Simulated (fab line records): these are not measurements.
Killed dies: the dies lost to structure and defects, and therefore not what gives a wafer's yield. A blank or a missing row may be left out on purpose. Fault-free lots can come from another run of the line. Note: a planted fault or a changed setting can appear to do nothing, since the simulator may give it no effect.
Struck lot and sound lot, side by side    flow n5Finfet    36 steps out of a route of 1938
Sound: these wafers, L208.2, L208.4, L208.6. Wafers L212.1, L212.4, L212.6 were the ones struck. The cause is given at the end.
Per side, at each step with rows, come the tool, then ch with its chambers, and then its first start. Under that, the readings that differ: sound wafers    struck wafers    difference of the means    sigmas: that difference in standard deviations of wafers without a fault.
alike: same words and numbers on both sides, and readings whose means sit less than 2 such deviations apart. not compared: any withheld reading, any reading some wafer has no value for, any bound like >300 that may hide the same value, and any number with overlapping values for which the record gives no deviation.
A row with sigmas, a row that says differs or no value, or rows on one side alone: a step with any of these is where the two part. When numbers do not overlap yet have no deviation, they are printed without sigmas and do not part them. A reading that every wafer of one side lacks parts them only if that side has two wafers or more.

first, 9 steps without rows for these wafers: N5_MOL_CONTACT_COAG_COAT_34 (resist thk 40 nm); N5_MOL_CONTACT_COAG_EBR_36; N5_MOL_CONTACT_COAG_SOFTBAKE_35 (time 60 s); N5_MOL_CONTACT_COAG_EXPOSE_37 (exposes mask VD, defocus 0 nm); N5_MOL_CONTACT_COAG_PEB_38 (peb time 60 s); N5_MOL_CONTACT_COAG_DEVELOP_39 (develop time 30 s); N5_MOL_CONTACT_COAG_DESCUM_45 (chemistry O2, time 7 s); N5_MOL_CONTACT_COAG_ETCH_65 (etches underlayer in N2/H2, target depth 13 nm, time 10.4 s); N5_MOL_CONTACT_COAG_ETCH_66 (etches SiARC in CF4, target depth 13 nm, time 21.7 s).
N5_MOL_CONTACT_COAG_ALD_133: deposits SiO2, target thk 5 nm, pulse time 1 s, co reactant pulse time 1 s.
  sound on aldSin-04 ch 0,1,3, day 8 03:46; struck on aldSin-04 ch 2,3, day 9 03:44
  alike: chamberPressureTorr, heaterPowerW, precursorPulseHeightRel
then, 25 steps without rows for these wafers: N5_MOL_CONTACT_COAG_ETCHBACK_134 (etches SiO2 in CHF3, target depth 10 nm, time 6.7 s); N5_MOL_CONTACT_COAG_ETCH_67 (etches SOC in N2/H2, target depth 60 nm, overetch 21 nm, time 101.2 s); N5_MOL_CONTACT_COAG_STRIP_68 (strips in N2/H2); N5_MOL_CONTACT_COAG_STRIP_69 (strips in N2/H2); N5_MOL_CONTACT_COAG_ETCHBACK_136 (etches SiO2 in CHF3, target depth 25 nm, time 16.7 s); N5_MOL_CONTACT_COAG_STRIP_120 (strips in CHF3); N5_MOL_CONTACT_COAG_VIA_ETCH_117 (etches SiO2 in C4F6/O2, target depth 40 nm, overetch 8 nm, time 26 s); N5_MOL_CONTACT_COAG_ETCH_124 (etches SiNx in CH3F/O2, stops on SiOC, target depth 6.5 nm); N5_MOL_CONTACT_COAG_ETCH_48 (etches SiOC in C4F6/O2, target depth 15 nm, overetch 4.5 nm, time 17 s); N5_MOL_CONTACT_COAG_STRIP_72 (strips in N2/H2); N5_MOL_CONTACT_COAG_STRIP_49 (strips in N2/H2, time 30 s); N5_MOL_CONTACT_COAG_PRECLEAN_138 (cleans in alkaline clean, time 60 s); N5_MOL_CONTACT_COAG_SRD_139 (time 30 s); N5_MOL_CONTACT_COAG_PRE_CLEAN_121; N5_MOL_CONTACT_COAG_CVD_140 (deposits W, target thk 66.5 nm, time 215 s); N5_MOL_CONTACT_COAG_PRECLEAN_127 (cleans in DIW, time 57.5 s); N5_MOL_CONTACT_COAG_SRD_128 (dry time 32 s); N5_MOL_CONTACT_COAG_CMP_52 (polishes, stops on SiO2, t overpolish 1.5 s, target thk 66.5 nm); N5_MOL_CONTACT_COAG_ANNEAL_112 (time 1800 s); N5_BEOL_M0_SAQP_PECVD_00 (deposits SiCN from 3MS/NH3, target thk 8 nm, time 14 s); N5_BEOL_M0_SAQP_ILD_DEP_01 (deposits SiOC from DEMS/O2, target thk 45.419 nm, time 8.7 s); N5_BEOL_M0_SAQP_HM_DEP_02 (deposits TiN, target thk 12 nm); N5_BEOL_M0_SAQP_PECVD_03 (deposits SiCN from 3MS/NH3, target thk 12 nm, time 21.1 s); N5_BEOL_M0_SAQP_PECVD_96 (deposits a-Si from SiH4/He, target thk 45 nm, time 45.2 s); N5_BEOL_M0_SAQP_PECVD_97 (deposits SiNx from SiH4/NH3/N2, target thk 23 nm, time 19.9 s).
-- here the record skips 7 days between the struck wafers' starts before and after, leaving off in module BEOL_M0_SAQP and picking up in module PASSIVATION (first step shown: number 1936 of the route) --
N5_PASSIVATION_PROBE_49:
  rows exist in the record for the struck wafers here (prober-01, day 16 13:25), but not for the sound ones

== WHERE THEY PART ==
Only at N5_PASSIVATION_PROBE_49, within this record.

WHY: whatever the simulator had introduced
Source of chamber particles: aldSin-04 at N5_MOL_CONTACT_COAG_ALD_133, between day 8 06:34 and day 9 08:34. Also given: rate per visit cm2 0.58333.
